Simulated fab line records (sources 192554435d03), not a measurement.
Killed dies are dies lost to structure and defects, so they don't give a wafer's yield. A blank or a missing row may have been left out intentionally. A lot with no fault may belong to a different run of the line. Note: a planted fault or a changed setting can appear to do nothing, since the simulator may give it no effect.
Split-lot experiment :: flow n5-finfet :: 7 lots, 17 wafers read, on a route of 1938 steps

ABOUT THE SPLIT
At N5_BEOL_M5_SPUTTER_81 (material Cu, target thk 15 nm, time 27.62 s), the setting time-s was moved away from the recipe's 27.62 s on 5 of the 17 wafers read, by -7.0% to +8.2%. This setting was run at the recipe's value on the other wafers.

The split's own step is where the reading is taken.

THE READING
Cu_of_BEOL_M5_SPUTTER_81.thk-nm (the simulator's own value, which no gauge read), in nm, at N5_BEOL_M5_SPUTTER_81 (material Cu, target thk 15 nm, time 27.62 s). There is no usual value for it anywhere in the file. Here, 12 wafers ran the recipe; their average is 15.0 nm with a standard deviation of 0.18 nm.

wafer: L079.3
tool, chamber at the split: pvd-sputter-01, -
time-s as run, s: 27.62
against the recipe: recipe
Cu_of_BEOL_M5_SPUTTER_81.thk-nm, nm: 15
against lot-mates on the recipe: -

wafer: L079.5
tool, chamber at the split: pvd-sputter-01, -
time-s as run, s: 27.62
against the recipe: recipe
Cu_of_BEOL_M5_SPUTTER_81.thk-nm, nm: 14.8
against lot-mates on the recipe: -

wafer: L079.6
tool, chamber at the split: pvd-sputter-01, -
time-s as run, s: 27.62
against the recipe: recipe
Cu_of_BEOL_M5_SPUTTER_81.thk-nm, nm: 14.8
against lot-mates on the recipe: -

wafer: L085.5
tool, chamber at the split: pvd-sputter-03, -
time-s as run, s: 27.62
against the recipe: recipe
Cu_of_BEOL_M5_SPUTTER_81.thk-nm, nm: 15
against lot-mates on the recipe: -

wafer: L085.6
tool, chamber at the split: pvd-sputter-03, -
time-s as run, s: 29.34
against the recipe: +6.2%
Cu_of_BEOL_M5_SPUTTER_81.thk-nm, nm: 16
against lot-mates on the recipe: +1.0

wafer: L084.2
tool, chamber at the split: pvd-sputter-02, -
time-s as run, s: 27.62
against the recipe: recipe
Cu_of_BEOL_M5_SPUTTER_81.thk-nm, nm: 15
against lot-mates on the recipe: -

wafer: L084.6
tool, chamber at the split: pvd-sputter-02, -
time-s as run, s: 29.34
against the recipe: +6.2%
Cu_of_BEOL_M5_SPUTTER_81.thk-nm, nm: 15.8
against lot-mates on the recipe: +0.8

wafer: L091.1
tool, chamber at the split: pvd-sputter-02, -
time-s as run, s: 27.62
against the recipe: recipe
Cu_of_BEOL_M5_SPUTTER_81.thk-nm, nm: 15
against lot-mates on the recipe: -

wafer: L091.4
tool, chamber at the split: pvd-sputter-02, -
time-s as run, s: 27.62
against the recipe: recipe
Cu_of_BEOL_M5_SPUTTER_81.thk-nm, nm: 14.8
against lot-mates on the recipe: -

wafer: L091.5
tool, chamber at the split: pvd-sputter-02, -
time-s as run, s: 28.76
against the recipe: +4.1%
Cu_of_BEOL_M5_SPUTTER_81.thk-nm, nm: 15.6
against lot-mates on the recipe: +0.7

wafer: L092.3
tool, chamber at the split: pvd-sputter-03, -
time-s as run, s: 27.62
against the recipe: recipe
Cu_of_BEOL_M5_SPUTTER_81.thk-nm, nm: 15
against lot-mates on the recipe: -

wafer: L092.4
tool, chamber at the split: pvd-sputter-03, -
time-s as run, s: 27.62
against the recipe: recipe
Cu_of_BEOL_M5_SPUTTER_81.thk-nm, nm: 15.2
against lot-mates on the recipe: -

wafer: L092.5
tool, chamber at the split: pvd-sputter-03, -
time-s as run, s: 29.88
against the recipe: +8.2%
Cu_of_BEOL_M5_SPUTTER_81.thk-nm, nm: 16.6
against lot-mates on the recipe: +1.5

wafer: L096.3
tool, chamber at the split: pvd-sputter-01, -
time-s as run, s: 27.62
against the recipe: recipe
Cu_of_BEOL_M5_SPUTTER_81.thk-nm, nm: 15.2
against lot-mates on the recipe: -

wafer: L096.4
tool, chamber at the split: pvd-sputter-01, -
time-s as run, s: 27.62
against the recipe: recipe
Cu_of_BEOL_M5_SPUTTER_81.thk-nm, nm: 15.4
against lot-mates on the recipe: -

wafer: L097.1
tool, chamber at the split: pvd-sputter-01, -
time-s as run, s: 27.62
against the recipe: recipe
Cu_of_BEOL_M5_SPUTTER_81.thk-nm, nm: 15.2
against lot-mates on the recipe: -

wafer: L097.2
tool, chamber at the split: pvd-sputter-01, -
time-s as run, s: 25.69
against the recipe: -7.0%
Cu_of_BEOL_M5_SPUTTER_81.thk-nm, nm: 14.2
against lot-mates on the recipe: -1.0

THE FIT
A straight line over all 17 wafers: Cu_of_BEOL_M5_SPUTTER_81.thk-nm changes by +0.149 nm for each +1% of time-s; r = +0.94; the points scatter about the line by 0.2 nm.
The same after taking each lot's own level away (the mean of its wafers on the recipe; 17 wafers): +0.158 nm for each +1%; r = +0.98; scatter 0.11 nm.
That fit puts the effect of the largest move of time-s on the reading at 1.3 nm.
The lots' own levels span 14.87 to 15.30 nm, that is 2.4 times the standard deviation above.
So the lot-to-lot level changes the slope little: the two slopes agree.
Check: +1.21 nm against its lot-mates is what the line predicts for one of the wafers moved furthest among these (+8.2%) when that wafer is left out of the fit. Against them it came out at +1.5 nm.

OTHER SPLITS ON THESE WAFERS
Before the reading, these wafers also passed through other splits. Each is held against what the fit with the lots' levels taken away leaves over:
other split on the same wafers: N5_BEOL_M4_DESCUM_16 time-s
wafers away from the commonest value: 2
r with Cu_of_BEOL_M5_SPUTTER_81.thk-nm (lot level and that fit taken away): -0.17

THE FILE'S OWN FIT
Cu_of_BEOL_M5_SPUTTER_81.thk-nm changes by +0.161 nm for each +1% of time-s, r = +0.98.
